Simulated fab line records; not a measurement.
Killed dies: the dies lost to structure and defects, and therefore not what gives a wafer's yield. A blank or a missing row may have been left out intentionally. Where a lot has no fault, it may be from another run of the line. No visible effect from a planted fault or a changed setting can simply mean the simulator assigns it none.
Comparing a struck lot with a sound one -- flow n5_finfet -- 15 out of 1938 route steps
Sound: these wafers, L792.1, L792.2, L792.3. Wafers struck: L802.2, L802.3, L802.5. The cause is named last.
Per side, at each step with rows, come the tool, then ch with its chambers, and then its first start. Under that, the readings that differ: sound wafers -- struck wafers -- difference of the means -- sigmas: that difference in standard deviations of wafers without a fault.
alike: words and numbers the same on both sides, and readings whose means are apart by under 2 such deviations; not compared: readings that were withheld, readings missing a value for some wafer, numbers with overlapping values and no deviation given by the record, and bounds like >300 which may hide the same value.
Wherever a step has rows on one side only, a row that says differs or no value, or a row with sigmas, the two part there. Numbers that don't overlap but have no deviation are shown without sigmas and don't part them. Lack of a reading on every wafer of one side parts them only where that side has two or more wafers.

first, 1 step without rows for these wafers: N5_ZERO_LAYER_SRD_01 (time 30 s, dry time 30 s).
N5_ZERO_LAYER_PECVD_02: deposits SiO2 from SiH4/N2O, target thk 10 nm, time 6 s.
  sound on pecvd-02 ch 0,1,2, day 2 18:17; struck on pecvd-02 ch 0,2, day 5 06:17
  alike: heater_power_w, showerhead_plenum_p_Torr, showerhead_vpp_V
then, 8 steps without rows for these wafers: N5_ZERO_LAYER_HMDS_04 (time 60 s); N5_ZERO_LAYER_COAT_05 (resist thk 1000 nm); N5_ZERO_LAYER_EBR_07; N5_ZERO_LAYER_SOFTBAKE_06 (time 90 s); N5_ZERO_LAYER_EXPOSE_08 (exposes mask ZERO, defocus 0 nm, target cd 2000 nm); N5_ZERO_LAYER_PEB_09; N5_ZERO_LAYER_DEVELOP_10 (develop time 60 s); N5_ZERO_LAYER_HARDBAKE_23 (time 120 s).
N5_ZERO_LAYER_CD_MEAS_11: target cd 2000 nm.
  sound on cd_sem-01 ch 0, day 2 18:38; struck on cd_sem-03 ch 0, day 5 06:39
  alike: cd_nm
N5_ZERO_LAYER_DESCUM_16: chemistry O2, time 7.9 s.
  sound on rie_diel-04 ch 1,2,3, day 2 18:46; struck on rie_diel-04 ch 0,2, day 5 06:58
  alike: drypump_motor_current_A, oes_product_au, rf_vpp_V, showerhead_plenum_p_Torr, throttle_valve_pct
  not compared: rf_hours_counter_h
N5_ZERO_LAYER_ETCH_17: etches SiO2 in CF4, target depth 12 nm, time 13.3 s.
  sound on rie_diel-04 ch 1,2,3, day 2 18:47; struck on rie_diel-04 ch 0,2, day 5 07:01
reading,sound,struck,difference,sigmas
model.etch.depth_nm (nm),12.13 11.92 12.05,15.61 15.85 15.69,+3.68,
  alike: bias_w, drypump_motor_current_A, oes_product_au, rf_vpp_V, showerhead_plenum_p_Torr, throttle_valve_pct
  not compared: rf_hours_counter_h
N5_ZERO_LAYER_ETCH_18: etches Si in HBr/Cl2, target depth 120 nm, time 40 s.
  sound on rie_si-01 ch 1,2,3, day 2 18:52; struck on rie_si-06 ch 1,2,3, day 5 07:05
  alike: bias_w, drypump_motor_current_A, oes_product_au, throttle_valve_pct
  not compared: rf_hours_counter_h
-- here the record skips 12 days between the struck wafers' starts before and after, leaving off in module ZERO_LAYER and picking up in module PASSIVATION (first step shown: number 1936 of the route) --
N5_PASSIVATION_PROBE_49:
  sound: prober-02 at day 13 21:01; struck: prober-01 at day 17 11:09
  alike: killed_at_M0_to_M3, killed_at_M4_up, killed_at_contacts, killed_at_front_end, killed_at_other, killed_dies, killed_open, killed_short

## WHERE THEY PART
Nowhere in this record.

WHY: whatever the simulator had introduced
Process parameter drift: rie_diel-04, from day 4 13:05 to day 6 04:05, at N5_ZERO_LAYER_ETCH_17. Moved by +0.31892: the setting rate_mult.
